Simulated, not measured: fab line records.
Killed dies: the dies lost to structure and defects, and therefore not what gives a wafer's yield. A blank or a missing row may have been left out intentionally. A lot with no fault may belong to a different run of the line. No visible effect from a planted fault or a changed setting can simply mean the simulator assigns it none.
Chamber matching / flow nand-harc / NHARC_A_WL_FILL_ALD_00 on ald-hk-02: 4 sister chambers
The step deposits Al2O3, target thk 3 nm, pulse time 3 s, ald cycles 30. 8 wafers are shown with their chamber, then 7 later ones without.

## WAFERS, EACH WITH ITS CHAMBER
wafer=L969.4; chamber=1; heater-power-w (W)=562; precursor-pulse-height-rel=1.034
wafer=L972.3; chamber=0; heater-power-w (W)=456; precursor-pulse-height-rel=0.982
wafer=L972.6; chamber=2; heater-power-w (W)=392; precursor-pulse-height-rel=1.017
wafer=L976.1; chamber=1; heater-power-w (W)=572; precursor-pulse-height-rel=1.020
wafer=L976.4; chamber=3; heater-power-w (W)=442; precursor-pulse-height-rel=0.997
wafer=L976.5; chamber=2; heater-power-w (W)=385; precursor-pulse-height-rel=1.008
wafer=L978.1; chamber=0; heater-power-w (W)=463; precursor-pulse-height-rel=0.960
wafer=L978.5; chamber=3; heater-power-w (W)=444; precursor-pulse-height-rel=0.998

## WAFERS WITHOUT THEIR CHAMBER
wafer=L978.6; heater-power-w (W)=371; precursor-pulse-height-rel=0.989
wafer=L981.1; heater-power-w (W)=471; precursor-pulse-height-rel=1.030
wafer=L981.3; heater-power-w (W)=394; precursor-pulse-height-rel=1.009
wafer=L981.6; heater-power-w (W)=393; precursor-pulse-height-rel=1.003
wafer=L983.1; heater-power-w (W)=376; precursor-pulse-height-rel=0.964
wafer=L983.2; heater-power-w (W)=446; precursor-pulse-height-rel=0.972
wafer=L983.3; heater-power-w (W)=473; precursor-pulse-height-rel=1.024

## THE CHAMBER EACH PASSED THROUGH
wafer=L978.6; from the rows above=2; in truth=2
wafer=L981.1; from the rows above=can't be placed: 0 or 3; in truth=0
wafer=L981.3; from the rows above=2; in truth=2
wafer=L981.6; from the rows above=2; in truth=2
wafer=L983.1; from the rows above=2; in truth=2
wafer=L983.2; from the rows above=can't be placed: 3 or 0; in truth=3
wafer=L983.3; from the rows above=can't be placed: 0 or 3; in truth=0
Placed correctly: 4 of 7. Can't be placed from these rows: 3 (the true chamber is among the candidates in 3). Number placed wrongly: 0.
How it was worked out, from the rows above alone: a wafer's distance from a chamber is the root of the sum, over the readings, of the square of ((its reading less the chamber's mean) divided by the reading's scatter). If the next closest chamber is less than 2 further off than the closest, the wafer can't be placed; otherwise it belongs to the closest. A chamber's mean is the mean of its shown wafers. The scatter: take each reading less its chamber's mean, square it, sum over the shown wafers, divide by the number of wafers less the number of chambers, and take the root.
